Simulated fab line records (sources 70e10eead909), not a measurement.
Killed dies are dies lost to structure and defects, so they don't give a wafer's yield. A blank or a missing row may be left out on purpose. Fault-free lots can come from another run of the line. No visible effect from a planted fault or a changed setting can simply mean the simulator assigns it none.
What tool caused it?    flow nand_harc    23 lots, 69 wafers sampled, at 1 step of a route of 1302

## WHAT THE GAUGES READ, wafer by wafer
NHARC_A_SGD_CUT_CD_MEAS_09: the cd target is 100 nm.
lot   measured      on         cd_nm (nm)
L074  day 19 01:58  cd_sem-01  99.4 99.7 99.6
L075  day 19 05:01  cd_sem-01  99.8 100.1 100.3
L076  day 19 20:40  cd_sem-02  100.1 99.9 100.0
L077  day 20 12:57  cd_sem-01  100.1 99.7 100.2
L078  day 20 22:13  cd_sem-01  99.4 99.3 99.5
L080  day 21 05:52  cd_sem-02  100.7 100.5 100.2
L079  day 21 09:57  cd_sem-02  100.1 100.1 99.5
L082  day 22 12:44  cd_sem-02  100.0 100.3 100.1
L083  day 22 12:54  cd_sem-01  99.3 99.2 99.8
L081  day 22 13:28  cd_sem-03  100.1 99.9 100.2
L085  day 24 01:38  cd_sem-01  100.4 99.6 100.1
L086  day 24 01:56  cd_sem-02  100.3 100.0 99.3
L084  day 24 02:04  cd_sem-01  99.2 99.4 99.7
L087  day 24 11:29  cd_sem-01  99.4 100.0 99.5
L089  day 24 22:17  cd_sem-03  100.0 100.0 99.9
L088  day 24 22:27  cd_sem-03  99.5 99.9 99.7
L090  day 26 07:04  cd_sem-01  99.4 99.8 100.3
L093  day 27 07:38  cd_sem-02  99.7 99.5 100.2
L092  day 27 07:57  cd_sem-03  100.4 100.0 100.1
L097  day 28 01:41  cd_sem-02  99.5 100.0 99.8
L096  day 28 02:17  cd_sem-02  99.1 99.4 99.1
L095  day 28 04:38  cd_sem-02  100.1 100.9 100.1
L094  day 28 07:41  cd_sem-01  100.2 100.8 100.1

## TOOL THAT RAN EACH LOT (tool first, then ch and the chambers of the sampled wafers, then the start)
The record holds no process step before these readings.

## WHAT THE TOOLS THEMSELVES READ (means of the sampled wafers that have a number; where no wafer has one, the mark that the record gives instead)
The record holds no such reading with a usual standard deviation.

## THE ANSWER, worked out from the rows above alone
Rule: the usual values come from the lots themselves. Put in order of their means at a reading, lots are off if they are a third of the lots or fewer, leave a main group of 4 or more, and stand apart from it by a gap of 3 or more times the standard deviation of the main group's means; of several such gaps the widest counts. The tables above print the reading to a certain number of digits; a main group whose means all agree to those digits is not used. A lot without any number at a reading at which 4 lots or more have one is off too. The other lots that the step has rows for count as sound. First the gauges in route order, then the tools' own readings, where a lot's mean is used as printed above. At the first step where some lot is off, the reading lying furthest off is the one used; lots without a number count as furthest.
No lot is off on any of the readings shown, so nothing can be concluded from this.

## WHAT THE SIMULATOR HAD PUT IN
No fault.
